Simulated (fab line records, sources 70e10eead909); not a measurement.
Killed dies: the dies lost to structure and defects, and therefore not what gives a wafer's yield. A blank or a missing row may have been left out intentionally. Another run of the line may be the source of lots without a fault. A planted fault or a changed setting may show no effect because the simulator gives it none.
Struck lot and sound lot, side by side -- flow nand-harc -- 14 out of 1302 route steps
Sound: wafers L511.2, L511.3, L511.4. The struck wafers were L506.1, L506.3, L506.4. The cause is given at the end.
At each step with rows: each side's tool, then ch and its chambers, then its first start. Under that, the readings that differ: sound wafers -- struck wafers -- difference of the means -- sigmas: that difference in standard deviations of wafers without a fault.
alike: readings whose means differ by less than 2 such deviations, and words and numbers that are the same on both sides. not compared: withheld readings, readings that some wafer has no value for, bounds like >300 that may hide the same value, and numbers for which the record gives no deviation and whose values overlap.
The two part at a step that has a row with sigmas, a row that says differs or no value, or rows on one side only. Non-overlapping numbers with no deviation appear without sigmas and do not part them. A reading that every wafer of one side lacks parts them only if that side has two wafers or more.

NHARC_A_SGD_CUT_THK_MEAS_22: measures by ellipsometry.
  sound on film-metro-02, day 28 14:50; struck on film-metro-02, day 26 20:44
  alike: thk-nm
then, 2 steps without rows for these wafers: NHARC_A_SGD_CUT_SRD_23; NHARC_A_SGD_CUT_ETCH_26 (etches SiO2 in dHF, target depth 45.8 nm).
NHARC_A_SGD_CUT_ETCHBACK_24: etches the open film in CH3F/O2, target depth 50 nm, time 92.857 s.
  sound on rie-diel-13 ch 0,1,3, day 28 15:04; struck on rie-diel-08 ch 0,1,3, day 26 20:58
reading,sound,struck,difference,sigmas
rf-hours-counter-h (h),9 9 10,3 3 3,-6,
  alike: drypump-motor-current-A, oes-product-au, rf-vpp-V, showerhead-plenum-p-Torr, throttle-valve-pct
NHARC_A_SGD_CUT_STRIP_28: strips in O2, time 20 s.
  sound on rie-diel-13 ch 1,2,3; struck on rie-diel-08 ch 0,1,2
reading,sound,struck,difference,sigmas
rf-hours-counter-h (h),10 9 10,3 3 3,-7,
  alike: drypump-motor-current-A, oes-product-au, rf-vpp-V, showerhead-plenum-p-Torr, throttle-valve-pct
NHARC_A_SGD_CUT_INSPECT_25:
  sound on defect-inspect-01, day 28 15:17; struck on defect-inspect-01, day 26 21:13
  alike: raw-defect-count
NHARC_A_SLIT_DEP_25: deposits SiO2, target thk 200 nm.
  sound on pecvd-04 ch 0,1, day 28 15:22; struck on pecvd-04 ch 0,2, day 26 21:17
  alike: heater-power-w, throttle-valve-pct
NHARC_A_SLIT_DEP_00: deposits aC, target thk 6200 nm.
  sound on acl-dep-01 ch 0, day 28 17:07; struck on acl-dep-03 ch 0, day 26 23:56
reading,sound,struck,difference,sigmas
throttle-valve-pct (%),34.992 34.991 34.986,35.021 35.004 34.998,+0.018,+2
NHARC_A_SLIT_DEP_23: deposits SiON, target thk 100 nm.
  sound on pecvd-02 ch 1,2, day 28 20:14; struck on pecvd-01 ch 0,1,2, day 27 03:44
  alike: heater-power-w
then, 3 steps without rows for these wafers: NHARC_A_SLIT_DEHYDRATE_01 (time 120 s); NHARC_A_SLIT_HMDS_02 (time 30 s); NHARC_A_SLIT_COAT_03 (resist thk 90 nm).
NHARC_A_SLIT_SOFTBAKE_04: time 55 s.
  sound on litho-track-06 ch 0, day 28 20:00; struck on litho-track-01 ch 0, day 27 03:00
reading,sound,struck,difference,sigmas
heater-power-total-W (W),188.78 188.39 188.65,183.40 182.95 182.97,-5.50,-39
then, 1 step without rows for these wafers: NHARC_A_SLIT_EBR_05.

== WHERE THEY PART ==
At NHARC_A_SLIT_DEP_00 first; at NHARC_A_SLIT_SOFTBAKE_04 last (within this record only).

WHY: what had been put in by the simulator
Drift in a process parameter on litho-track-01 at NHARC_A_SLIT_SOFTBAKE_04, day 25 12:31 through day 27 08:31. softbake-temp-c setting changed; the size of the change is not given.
